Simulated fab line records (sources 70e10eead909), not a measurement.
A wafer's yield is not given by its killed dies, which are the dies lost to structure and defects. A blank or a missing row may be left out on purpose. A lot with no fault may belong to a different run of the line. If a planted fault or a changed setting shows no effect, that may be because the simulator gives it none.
Chamber matching + flow nand-harc + 4 sister chambers for NHARC_A_CHANNEL_FILL_D1_ALD_25 on ald-hk-04
The step deposits SiOx, target thk 60 nm, pulse time 10 s, ald cycles 600. 8 wafers are shown with their chamber, then 8 later ones without.

WAFERS WITH THEIR CHAMBER
| wafer  | chamber | heater-power-w (W) | susceptor-temp-C (C) |
|--------|---------|--------------------|----------------------|
| L081.1 | 3       | 391                | 300.09               |
| L081.5 | 1       | 472                | 299.95               |
| L081.6 | 0       | 523                | 300.12               |
| L089.4 | 3       | 399                | 299.92               |
| L088.3 | 2       | 435                | 300.08               |
| L088.4 | 0       | 514                | 300.20               |
| L088.5 | 2       | 432                | 299.93               |
| L093.1 | 1       | 459                | 299.98               |

WAFERS WITH NO CHAMBER GIVEN
| wafer  | heater-power-w (W) | susceptor-temp-C (C) |
|--------|--------------------|----------------------|
| L093.2 | 394                | 299.56               |
| L093.4 | 430                | 299.70               |
| L094.2 | 471                | 299.99               |
| L094.3 | 524                | 299.69               |
| L094.6 | 510                | 299.77               |
| L097.3 | 461                | 300.12               |
| L097.5 | 430                | 300.12               |
| L097.6 | 462                | 300.43               |

CHAMBER TAKEN BY EACH
| wafer  | from the rows above     | in truth |
|--------|-------------------------|----------|
| L093.2 | 3                       | 3        |
| L093.4 | 2                       | 2        |
| L094.2 | 1                       | 1        |
| L094.3 | 0                       | 0        |
| L094.6 | 0                       | 0        |
| L097.3 | 1                       | 1        |
| L097.5 | 2                       | 2        |
| L097.6 | can't be placed: 1 or 2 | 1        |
Correct placement for 7 of the 8. Cannot be placed on the basis of these rows: 1; the candidates contain the true chamber in 1. Placed wrongly: 0.
How it was worked out, from the rows above alone: a wafer's distance from a chamber is the root of the sum, over the readings, of the square of ((its reading less the chamber's mean) divided by the reading's scatter). If the next closest chamber is less than 2 further off than the closest, the wafer can't be placed; otherwise it belongs to the closest. A chamber's mean is the mean of its shown wafers. The scatter is the square root of a quotient: the sum, over the shown wafers, of each reading's squared deviation from its chamber's mean, divided by wafers minus chambers.
